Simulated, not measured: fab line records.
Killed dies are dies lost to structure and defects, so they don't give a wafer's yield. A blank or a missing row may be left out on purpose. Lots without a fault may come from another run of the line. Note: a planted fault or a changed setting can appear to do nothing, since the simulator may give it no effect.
Problem report, 8D (eight disciplines) form, completed by code || flow n5 finfet || the parts of the form that need people (team, actions taken, sign-off) are left out

## 1. WHAT WENT WRONG
At N5_PASSIVATION_PROBE_49, killed_at_M0_to_M3 averages 1103 over 6 wafers from 2 lots, while fault-free wafers read 33, standard deviation 9.6. So: +99 or more standard deviations from the usual mean.
First observed at day 15 05:55: wafer L635.1, on prober-02. Wafers with a number at this step in the record: 9, from 3 lots. Rule for "out", or "out of limits": more than 4 standard deviations from the usual mean. The other wafers with a number count as sound.

## 2. WHAT IT IS; WHAT IT IS NOT
{"question": "which readings at this step", "is": "killed_at_M0_to_M3, defect limited yield, killed dies, killed on rim, sort_bin_5_function, sort n pass, sort yield pct", "is not": "killed_at_M4_up, killed at contacts, killed at front end, killed at other, killed open, killed short, sort_bin_6_memory, sort_bin_8_speed"}
{"question": "which lots", "is": "L634, L635", "is not": "L633"}
{"question": "which wafers of those lots", "is": "all that have a number", "is not": "-"}
{"question": "read on which tools", "is": "prober-02", "is not": "-"}
{"question": "when", "is": "from day 15 05:55", "is not": "up to then (3 sound wafers)"}

## 3. SUSPECTS, AND WHAT RULES EACH OUT
Counting: a tool stays on the suspect list if, at a process step up to the reading, it processed all lots that are out and no sound lot following the first of them.
- ald sin-04 at N5_BEOL_M0_SAQP_ALD_48 (deposits SiO2, target thk 20 nm, pulse time 1 s, co reactant pulse time 1 s): kept. It processed each lot that is out, first L634 at day 7 21:09, and no sound lot thereafter; up to then, the last sound lot it processed was L633 at day 7 16:52.
- rie diel-02 at N5_BEOL_M0_CUTY_ETCH_63 (etches SOC in N2/H2, target depth 82.7 nm, overetch 16.5 nm, time 124 s): kept. It ran every lot that is out, first L634 (day 7 22:20), and no sound lot after that.
- prober-02 at N5_PASSIVATION_PROBE_49: kept. It processed each lot that is out, first L635 at day 15 05:55, and no sound lot thereafter; up to then, the last sound lot it processed was L633 at day 14 19:54. Out on those wafers are its own readings of defect limited yield, killed_at_M0_to_M3, killed dies, killed on rim, sort_bin_5_function, sort n pass, sort yield pct.
Left after counting: ald sin-04 at N5_BEOL_M0_SAQP_ALD_48, rie diel-02 at N5_BEOL_M0_CUTY_ETCH_63, prober-02 at N5_PASSIVATION_PROBE_49.

## 4. THE CAUSE (what the simulator had put in)
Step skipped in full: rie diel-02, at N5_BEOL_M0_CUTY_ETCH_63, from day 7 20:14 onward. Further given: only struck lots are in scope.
Of the 3 suspects that counting leaves, this tool is one.

## 5. THE CHAIN OF EFFECTS, in route order
Each row: a reading where the mean over the struck wafers with a number is more than 3 standard deviations away from the usual. Only readings whose record carries a usual standard deviation are examined. hours: median over the lots of the time between each lot's start at the first step of this table that gives one and its start at this step. sigmas: the change, counted in usual standard deviations.
{"hours": 0, "step": "N5_PASSIVATION_PROBE_49", "reading": "defect limited yield", "usual": "91.2 %", "on struck wafers": 0.0, "change": -91.2, "sigmas": -61}
{"hours": 0, "step": "N5_PASSIVATION_PROBE_49", "reading": "killed_at_M0_to_M3", "usual": 33, "on struck wafers": 1103, "change": "+1070", "sigmas": "+99 or more"}
{"hours": 0, "step": "N5_PASSIVATION_PROBE_49", "reading": "killed dies", "usual": 104, "on struck wafers": 1180, "change": "+1076", "sigmas": "+63"}
{"hours": 0, "step": "N5_PASSIVATION_PROBE_49", "reading": "killed on rim", "usual": 14, "on struck wafers": 152, "change": "+138", "sigmas": "+32"}
{"hours": 0, "step": "N5_PASSIVATION_PROBE_49", "reading": "sort_bin_5_function", "usual": "5.2 %", "on struck wafers": 96.4, "change": "+91.2", "sigmas": "+96"}
{"hours": 0, "step": "N5_PASSIVATION_PROBE_49", "reading": "sort n pass", "usual": 1076, "on struck wafers": 0, "change": -1076, "sigmas": -63}
{"hours": 0, "step": "N5_PASSIVATION_PROBE_49", "reading": "sort yield pct", "usual": "91.2 %", "on struck wafers": 0.0, "change": -91.2, "sigmas": -61}
The process steps in it:
- N5_PASSIVATION_PROBE_49
Readings that are blank on the struck wafers while sound wafers have them: bias w at N5_BEOL_M0_CUTY_ETCH_63; chamber pressure mTorr at N5_BEOL_M0_CUTY_ETCH_63; drypump motor current A at N5_BEOL_M0_CUTY_ETCH_63; oes product au at N5_BEOL_M0_CUTY_ETCH_63; rf vpp V at N5_BEOL_M0_CUTY_ETCH_63; showerhead plenum p Torr at N5_BEOL_M0_CUTY_ETCH_63; throttle valve pct at N5_BEOL_M0_CUTY_ETCH_63.

## 6. HOW IT WOULD HAVE BEEN CAUGHT EARLIER
In this record no reading fell out of limits until day 15 05:55, 178 hours after the fault had begun at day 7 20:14.
At N5_BEOL_M0_CUTY_ETCH_63 the tool's readings are blank on the struck wafers, where sound wafers have them: an empty tool record is the first sign, and it was there at once.
All the lots that are out (2) had begun N5_BEOL_M0_CUTY_ETCH_63 on rie diel-02 by day 15 05:55. None of them would have been spared by holding the tool at that moment.
